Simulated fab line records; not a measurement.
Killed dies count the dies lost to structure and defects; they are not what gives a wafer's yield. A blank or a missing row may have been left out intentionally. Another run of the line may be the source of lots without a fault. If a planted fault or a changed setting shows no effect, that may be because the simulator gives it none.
Which tool was responsible?    flow n5-finfet    24 lots with 72 wafers sampled at 5 steps, on a route of 1938 steps

== WHAT THE GAUGES SHOWED, per wafer ==
N5_BEOL_M3_CD_MEAS_28: target cd 25.7 nm, target cd y 23.3 nm.
lot   measured      on         cd-nm (nm)
L075  day 9 20:40   cd-sem-03  25.63 26.07 25.52
L078  day 9 20:56   cd-sem-01  25.79 25.25 25.47
L077  day 11 15:04  cd-sem-03  25.85 25.73 25.85
L084  day 11 23:43  cd-sem-02  25.83 25.98 26.36
L079  day 12 00:28  cd-sem-02  25.95 25.65 25.61
L074  day 12 00:56  cd-sem-01  25.49 25.65 25.30
L080  day 12 09:44  cd-sem-03  26.00 26.07 25.98
L076  day 12 12:29  cd-sem-03  25.84 25.34 25.51
L083  day 12 22:00  cd-sem-01  26.17 26.09 25.64
L081  day 13 01:39  cd-sem-03  25.86 25.74 25.56
L082  day 13 15:00  cd-sem-03  26.08 25.74 25.61
L085  day 13 17:16  cd-sem-03  25.66 25.68 25.50
L087  day 13 20:17  cd-sem-02  25.46 26.20 25.48
L086  day 14 01:29  cd-sem-01  25.80 25.45 25.56
L088  day 14 01:45  cd-sem-01  25.97 25.82 25.67
L089  day 14 02:31  cd-sem-01  25.67 25.52 25.77
L090  day 14 07:19  cd-sem-02  25.23 25.56 25.60
L091  day 14 18:18  cd-sem-02  25.30 25.75 25.19
L093  day 14 21:19  cd-sem-02  25.71 25.38 25.37
L092  day 14 22:55  cd-sem-02  25.71 26.15 25.39
L094  day 15 02:08  cd-sem-01  25.72 25.71 26.02
L095  day 15 06:44  cd-sem-02  25.66 25.58 25.82
L096  day 15 13:34  cd-sem-01  25.89 25.60 26.18
L097  day 15 20:53  cd-sem-03  25.41 25.57 25.26

== EACH LOT AND THE TOOL THAT RAN IT (in order: tool; ch and the chambers of the sampled wafers; start) ==
lot   N5_BEOL_M2_ANNEAL_51              N5_BEOL_M2_DEP_57                N5_BEOL_M3_ILD_DEP_00            N5_BEOL_M3_ETCH_63
L075  rtp-anneal-01 ch 0, day 9 17:43   pecvd-03 ch 1,2, day 9 18:31     pecvd-01 ch 0,1, day 9 18:40     rie-diel-04 ch 2,3, day 9 19:57
L078  rtp-anneal-01 ch 0, day 9 18:02   pecvd-02 ch 1,2, day 9 18:47     pecvd-04 ch 0,1, day 9 18:55     rie-diel-05 ch 0,1,2, day 9 20:07
L077  rtp-anneal-01 ch 0, day 11 11:43  pecvd-03 ch 0,1, day 11 12:28    pecvd-04 ch 0,2, day 11 12:36    rie-diel-01 ch 0,2,3, day 11 14:14
L084  rtp-anneal-02 ch 0, day 11 19:58  pecvd-02 ch 0,1,2, day 11 20:46  pecvd-01 ch 0,1,2, day 11 20:54  rie-diel-01 ch 0,1,2, day 11 22:50
L079  rtp-anneal-01 ch 0, day 11 21:17  pecvd-04 ch 0,1,2, day 11 22:04  pecvd-01 ch 0,1,2, day 11 22:12  rie-diel-04 ch 0,1,3, day 11 23:39
L074  rtp-anneal-02 ch 0, day 11 21:34  pecvd-02 ch 0,2, day 11 22:19    pecvd-03 ch 0,1, day 11 22:26    rie-diel-04 ch 0,2,3, day 12 00:00
L080  rtp-anneal-02 ch 0, day 12 07:07  pecvd-04 ch 0,1, day 12 07:53    pecvd-03 ch 1,2, day 12 08:01    rie-diel-01 ch 1,2,3, day 12 09:01
L076  rtp-anneal-02 ch 0, day 12 07:35  pecvd-04 ch 1,2, day 12 08:19    pecvd-03 ch 0,1, day 12 08:27    rie-diel-01 ch 0,3, day 12 11:19
L083  rtp-anneal-02 ch 0, day 12 18:49  pecvd-03 ch 0,1, day 12 19:37    pecvd-03 ch 0,1,2, day 12 19:44  rie-diel-04 ch 0,1,2, day 12 21:18
L081  rtp-anneal-01 ch 0, day 12 22:54  pecvd-04 ch 0,1, day 12 23:38    pecvd-03 ch 0,1,2, day 12 23:46  rie-diel-01 ch 0,2,3, day 13 00:50
L082  rtp-anneal-01 ch 0, day 13 10:14  pecvd-02 ch 0,1,2, day 13 11:08  pecvd-04 ch 0,1,2, day 13 11:16  rie-diel-05 ch 0,1,3, day 13 13:47
L085  rtp-anneal-01 ch 0, day 13 12:58  pecvd-04 ch 1,2, day 13 13:45    pecvd-01 ch 0,2, day 13 13:53    rie-diel-04 ch 1,2,3, day 13 15:00
L087  rtp-anneal-02 ch 0, day 13 17:08  pecvd-02 ch 0,1,2, day 13 17:53  pecvd-01 ch 0,1,2, day 13 18:01  rie-diel-04 ch 2,3, day 13 19:35
L086  rtp-anneal-02 ch 0, day 13 21:05  pecvd-03 ch 1,2, day 13 21:50    pecvd-01 ch 0,1,2, day 13 21:58  rie-diel-01 ch 0,1,2, day 14 00:47
L088  rtp-anneal-02 ch 0, day 13 22:16  pecvd-03 ch 0,2, day 13 22:58    pecvd-04 ch 0,1, day 13 23:05    rie-diel-01 ch 0,1,2, day 14 01:03
L089  rtp-anneal-02 ch 0, day 13 23:44  pecvd-03 ch 0,1,2, day 14 00:29  pecvd-04 ch 1,2, day 14 00:37    rie-diel-01 ch 2,3, day 14 01:49
L090  rtp-anneal-01 ch 0, day 14 03:35  pecvd-04 ch 0,1,2, day 14 04:28  pecvd-01 ch 0,2, day 14 04:37    rie-diel-01 ch 0,1, day 14 06:31
L091  rtp-anneal-01 ch 0, day 14 15:26  pecvd-03 ch 1,2, day 14 16:11    pecvd-04 ch 0,2, day 14 16:19    rie-diel-04 ch 0,1,3, day 14 17:34
L093  rtp-anneal-01 ch 0, day 14 17:19  pecvd-02 ch 0,1,2, day 14 18:13  pecvd-04 ch 1,2, day 14 18:21    rie-diel-04 ch 0,1,3, day 14 20:31
L092  rtp-anneal-01 ch 0, day 14 19:54  pecvd-04 ch 0,1,2, day 14 20:38  pecvd-03 ch 0,2, day 14 20:46    rie-diel-01 ch 0,1,3, day 14 22:13
L094  rtp-anneal-01 ch 0, day 14 21:10  pecvd-04 ch 0,1, day 14 21:52    pecvd-03 ch 0,2, day 14 21:59    rie-diel-05 ch 0,1,2, day 15 01:19
L095  rtp-anneal-02 ch 0, day 15 02:38  pecvd-02 ch 0,1,2, day 15 03:22  pecvd-01 ch 0,1,2, day 15 03:30  rie-diel-01 ch 0,2,3, day 15 05:51
L096  rtp-anneal-02 ch 0, day 15 10:35  pecvd-04 ch 0,1,2, day 15 11:26  pecvd-04 ch 0,2, day 15 11:34    rie-diel-01 ch 1,2, day 15 12:44
L097  rtp-anneal-02 ch 0, day 15 18:20  pecvd-04 ch 0,1,2, day 15 19:07  pecvd-01 ch 1,2, day 15 19:15    rie-diel-01 ch 0,2, day 15 19:58
- N5_BEOL_M2_ANNEAL_51: time 90 s.
- N5_BEOL_M2_DEP_57: deposits SiCN from 3MS/NH3, target thk 8 nm, time 14 s.
- N5_BEOL_M3_ILD_DEP_00: deposits SiOC from DEMS/O2, target thk 79 nm, time 15.3 s.
- N5_BEOL_M3_ETCH_63: etches SiARC in CF4, target depth 15.6 nm, time 26 s.

== AS READ BY THE TOOLS THEMSELVES (means over the sampled wafers that have a number; for cases with no such wafer, the mark the record gives instead) ==
N5_BEOL_M2_ANNEAL_51.
lot   tool           wafer_temp_C_max
L075  rtp-anneal-01  225.63
L078  rtp-anneal-01  225.87
L077  rtp-anneal-01  225.51
L084  rtp-anneal-02  225.91
L079  rtp-anneal-01  225.68
L074  rtp-anneal-02  225.93
L080  rtp-anneal-02  226.12
L076  rtp-anneal-02  226.22
L083  rtp-anneal-02  226.28
L081  rtp-anneal-01  225.80
L082  rtp-anneal-01  225.63
L085  rtp-anneal-01  225.92
L087  rtp-anneal-02  226.11
L086  rtp-anneal-02  226.17
L088  rtp-anneal-02  226.08
L089  rtp-anneal-02  226.23
L090  rtp-anneal-01  225.99
L091  rtp-anneal-01  225.92
L093  rtp-anneal-01  225.78
L092  rtp-anneal-01  226.02
L094  rtp-anneal-01  225.96
L095  rtp-anneal-02  226.13
L096  rtp-anneal-02  226.16
L097  rtp-anneal-02  225.99

N5_BEOL_M2_DEP_57.
lot   tool      showerhead-plenum-p-Torr (Torr)  showerhead-vpp-V (V)  throttle-valve-pct (%)
L075  pecvd-03  3.678                            866                   9.5
L078  pecvd-02  3.653                            805                   8.5
L077  pecvd-03  3.664                            803                   9.3
L084  pecvd-02  3.672                            820                   8.8
L079  pecvd-04  3.667                            902                   8.6
L074  pecvd-02  3.651                            834                   8.9
L080  pecvd-04  3.672                            895                   8.9
L076  pecvd-04  3.661                            904                   8.7
L083  pecvd-03  3.665                            810                   9.3
L081  pecvd-04  3.673                            891                   8.6
L082  pecvd-02  3.660                            815                   9.0
L085  pecvd-04  3.659                            902                   8.7
L087  pecvd-02  3.663                            823                   8.8
L086  pecvd-03  3.671                            906                   9.1
L088  pecvd-03  3.659                            832                   9.3
L089  pecvd-03  3.666                            857                   9.1
L090  pecvd-04  3.665                            902                   8.5
L091  pecvd-03  3.676                            869                   9.2
L093  pecvd-02  3.667                            830                   8.8
L092  pecvd-04  3.670                            896                   8.8
L094  pecvd-04  3.673                            891                   8.7
L095  pecvd-02  3.661                            820                   8.8
L096  pecvd-04  3.666                            904                   8.7
L097  pecvd-04  3.666                            906                   8.7

N5_BEOL_M3_ILD_DEP_00.
lot   tool      heater-power-w (W)  showerhead-plenum-p-Torr (Torr)  showerhead-vpp-V (V)  throttle-valve-pct (%)
L075  pecvd-01  451                 5.694                            1264                  12.3
L078  pecvd-04  518                 5.696                            1406                  11.4
L077  pecvd-04  447                 5.702                            1428                  11.1
L084  pecvd-01  475                 5.711                            1320                  11.8
L079  pecvd-01  465                 5.708                            1316                  11.8
L074  pecvd-03  492                 5.693                            1281                  12.1
L080  pecvd-03  504                 5.701                            1360                  11.9
L076  pecvd-03  519                 5.702                            1296                  12.1
L083  pecvd-03  519                 5.702                            1341                  12.1
L081  pecvd-03  544                 5.715                            1348                  12.0
L082  pecvd-04  512                 5.696                            1412                  11.5
L085  pecvd-01  384                 5.701                            1326                  11.7
L087  pecvd-01  460                 5.705                            1312                  11.7
L086  pecvd-01  473                 5.707                            1309                  11.6
L088  pecvd-04  488                 5.690                            1402                  11.6
L089  pecvd-04  434                 5.688                            1393                  11.5
L090  pecvd-01  438                 5.703                            1270                  11.7
L091  pecvd-04  428                 5.695                            1428                  11.2
L093  pecvd-04  478                 5.701                            1408                  12.0
L092  pecvd-03  595                 5.693                            1329                  12.1
L094  pecvd-03  583                 5.695                            1311                  11.9
L095  pecvd-01  460                 5.704                            1310                  11.7
L096  pecvd-04  469                 5.693                            1411                  11.0
L097  pecvd-01  520                 5.710                            1350                  11.6

N5_BEOL_M3_ETCH_63.
lot   tool         bias-w (W)  drypump-motor-current-A (A)  etch-rf-on-time-s (s)  oes-product-au (a.u.)  rf-vpp-V (V)  showerhead-plenum-p-Torr (Torr)  throttle-valve-pct (%)
L075  rie-diel-04  36.04       5.6                          26.6                   0.62                   184.4         2.17                             15.50
L078  rie-diel-05  36.04       5.6                          26.1                   0.61                   183.8         2.13                             15.66
L077  rie-diel-01  36.03       5.8                          26.4                   0.71                   183.7         2.13                             15.33
L084  rie-diel-01  36.02       5.6                          26.6                   0.67                   183.9         2.13                             15.42
L079  rie-diel-04  36.03       5.5                          26.4                   0.64                   184.3         2.18                             15.71
L074  rie-diel-04  36.08       5.4                          26.4                   0.64                   185.1         2.20                             15.62
L080  rie-diel-01  35.93       6.0                          26.1                   0.71                   185.3         2.16                             15.40
L076  rie-diel-01  35.96       5.4                          26.4                   0.67                   184.1         2.09                             15.31
L083  rie-diel-04  36.07       5.3                          26.4                   0.62                   185.4         2.19                             15.78
L081  rie-diel-01  35.98       5.8                          26.3                   0.70                   183.7         2.13                             15.36
L082  rie-diel-05  35.94       5.7                          26.0                   0.74                   184.0         2.11                             15.47
L085  rie-diel-04  36.05       5.4                          26.3                   0.60                   185.0         2.16                             15.74
L087  rie-diel-04  35.94       5.5                          26.6                   0.60                   183.8         2.16                             15.58
L086  rie-diel-01  35.98       5.6                          26.6                   0.65                   183.7         2.12                             15.47
L088  rie-diel-01  35.96       5.6                          26.4                   0.66                   184.7         2.12                             15.46
L089  rie-diel-01  35.88       6.2                          26.0                   0.72                   184.7         2.16                             15.40
L090  rie-diel-01  35.95       5.4                          26.4                   0.63                   183.6         2.12                             15.49
L091  rie-diel-04  36.00       5.5                          26.7                   0.62                   184.2         2.17                             15.74
L093  rie-diel-04  36.07       5.5                          26.9                   0.62                   184.9         2.17                             15.75
L092  rie-diel-01  36.12       5.6                          26.5                   0.66                   183.4         2.12                             15.41
L094  rie-diel-05  36.01       5.6                          26.3                   0.74                   183.0         2.12                             15.41
L095  rie-diel-01  35.92       5.8                          26.4                   0.68                   183.5         2.12                             15.39
L096  rie-diel-01  36.12       6.0                          26.0                   0.69                   184.1         2.16                             15.52
L097  rie-diel-01  36.03       5.4                          26.8                   0.64                   184.5         2.09                             15.43

== THE ANSWER, worked out from the rows above alone ==
Rule: usual is defined by the lots themselves. Put in order of their means at a reading, lots are off if they are a third of the lots or fewer, leave a main group of 4 or more, and stand apart from it by a gap of 3 or more times the standard deviation of the main group's means; of several such gaps the widest counts. The tables above print the reading to a certain number of digits; a main group whose means all agree to those digits is not used. A lot without any number at a reading at which 4 lots or more have one is off too. Where the step has rows for the other lots, those lots are counted as sound. Order of review: gauges by route order, followed by the tools' own readings, for which a lot's mean as printed above is used. The first step at which some lot is off is used, and at that step the reading that is off furthest; a lot without a number counts as furthest.
None of the lots is off at any reading shown; this tells nothing.

== WHAT HAD BEEN PUT IN BY THE SIMULATOR ==
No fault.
